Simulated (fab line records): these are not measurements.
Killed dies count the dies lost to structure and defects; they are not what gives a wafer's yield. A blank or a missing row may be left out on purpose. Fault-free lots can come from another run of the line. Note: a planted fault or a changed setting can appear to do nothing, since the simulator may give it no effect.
8D (eight disciplines) problem report, filled in by code + flow nand harc + the parts of the form that need people (team, actions taken, sign-off) are left out

## 1. THE PROBLEM
At NHARC_A_STAIRCASE_TRIM_22, run length s averages 273.2 s over 6 wafers from 2 lots, while fault-free wafers read 232.7 s, standard deviation 0.46. Relative to the usual mean, that is a shift of +88 standard deviations.
The step: chemistry O2, time 211.2 s.
The first sign was on wafer L541.3 at day 14 05:11, on rie diel-12. The record holds 33 wafers of 11 lots with a number at this step. The rule behind "out" and "out of limits": a value lying over 4 standard deviations away from the usual mean. The other wafers with a number count as sound.

## 2. WHAT IT IS, AND WHAT IT ISN'T
| question                    | is                     | is not                                                                                                        |
|-----------------------------|------------------------|---------------------------------------------------------------------------------------------------------------|
| which readings at this step | run length s           | drypump motor current A, o2 flow sccm, oes product au, rf vpp V, showerhead plenum p Torr, throttle valve pct |
| which lots                  | L541, L544             | L530, L531, L534, L538, L540, L542, L549, L551, L552                                                          |
| which wafers of those lots  | all that have a number | -                                                                                                             |
| read on which tools         | rie diel-12            | rie diel-02, rie diel-11                                                                                      |
| when                        | from day 14 05:11      | up to then (18 sound wafers); but 9 sound wafers of L549, L551, L552 came after                               |

## 3. WHAT RULES OUT EACH SUSPECT
Counting: a tool at a process step up to the reading stays a suspect if it ran every lot that is out and no sound lot after the first of them.
- plasma asher-01 at NHARC_A_STAIRCASE_STRIP_171 (strips in O2): ruled out as a lasting fault. Following L541 (day 14 00:31), the first lot on it that is out, the sound lots L549, L551 were run on it.
- rie diel-12 at NHARC_A_STAIRCASE_TRIM_22 (chemistry O2, time 211.2 s): kept. It ran every lot that is out, first L541 (day 14 05:11), and no sound lot after that; its last sound lot up to then is L540 (day 14 00:29). Its own readings are out on those wafers: run length s.
After counting, what remains is rie diel-12 at NHARC_A_STAIRCASE_TRIM_22.

## 4. THE CAUSE (what the simulator had put in)
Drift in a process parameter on rie diel-12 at NHARC_A_STAIRCASE_TRIM_22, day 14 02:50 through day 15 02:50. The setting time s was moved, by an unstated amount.
This tool alone remained once counting was done.

## 5. THE CHAIN OF EFFECTS, in route order
One row per reading whose mean, taken over the struck wafers that have a number, lies over 3 standard deviations from the usual. Only readings whose record carries a usual standard deviation are examined. hours: median over the lots of the time between each lot's start at the first step of this table that gives one and its start at this step. sigmas: the change, counted in usual standard deviations.
| hours | step                      | reading      | usual   | on struck wafers | change | sigmas |
|-------|---------------------------|--------------|---------|------------------|--------|--------|
| 0     | NHARC_A_STAIRCASE_TRIM_22 | run length s | 232.7 s | 273.2            | +40.6  | +88    |
Its process steps:
- NHARC_A_STAIRCASE_TRIM_22: chemistry O2, time 211.2 s.
Later steps that measure or inspect, where all struck wafers having a row at the step show a number for every such reading and not one has moved that far: NHARC_END_SORT_01.

## 6. WHAT WOULD HAVE CAUGHT IT SOONER
First out-of-limits reading in this record: day 14 05:11, which is 2 hours after fault onset at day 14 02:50.
